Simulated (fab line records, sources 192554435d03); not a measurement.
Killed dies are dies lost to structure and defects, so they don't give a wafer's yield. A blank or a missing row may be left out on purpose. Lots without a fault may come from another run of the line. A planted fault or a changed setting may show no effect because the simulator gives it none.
Chamber matching | flow n5_finfet | N5_BEOL_M2_STRIP_36 on rie_diel-05: 4 sister chambers
The step strips in N2/H2. 4 wafers are shown with their chamber, then 8 later ones without.

WAFERS WITH THEIR CHAMBER
wafer  | chamber | drypump_motor_current_A (A)
L086.2 | 1       | 5.1
L087.3 | 2       | 6.2
L087.5 | 3       | 5.7
L089.1 | 0       | 5.6

WAFERS WITHOUT THEIR CHAMBER
wafer  | drypump_motor_current_A (A)
L089.2 | 6.3
L089.5 | 6.2
L094.2 | 5.6
L094.3 | 6.3
L094.5 | 5.1
L096.3 | 5.6
L096.4 | 6.3
L096.5 | 5.6

WHICH CHAMBER EACH WENT THROUGH
wafer  | from the rows above     | in truth
L089.2 | 2                       | 2
L089.5 | 2                       | 2
L094.2 | can't be placed: 0 or 3 | 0
L094.3 | 2                       | 2
L094.5 | 1                       | 1
L096.3 | can't be placed: 0 or 3 | 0
L096.4 | 2                       | 2
L096.5 | can't be placed: 0 or 3 | 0
Placed correctly: 5 of 8. Can't be placed from these rows: 3 (the true chamber is among the candidates in 3). Placed wrongly: 0.
How it was worked out, from the rows above alone: a wafer's distance from a chamber is the root of the sum, over the readings, of the square of ((its reading less the chamber's mean) divided by the reading's scatter). The wafer belongs to the nearest chamber; if the next one is less than 2 further off, it can't be placed. A chamber's mean is the mean of its shown wafers. The scatter: with one shown wafer a chamber, the root of the mean of the squares of how far each hidden wafer lies from its nearest shown one.
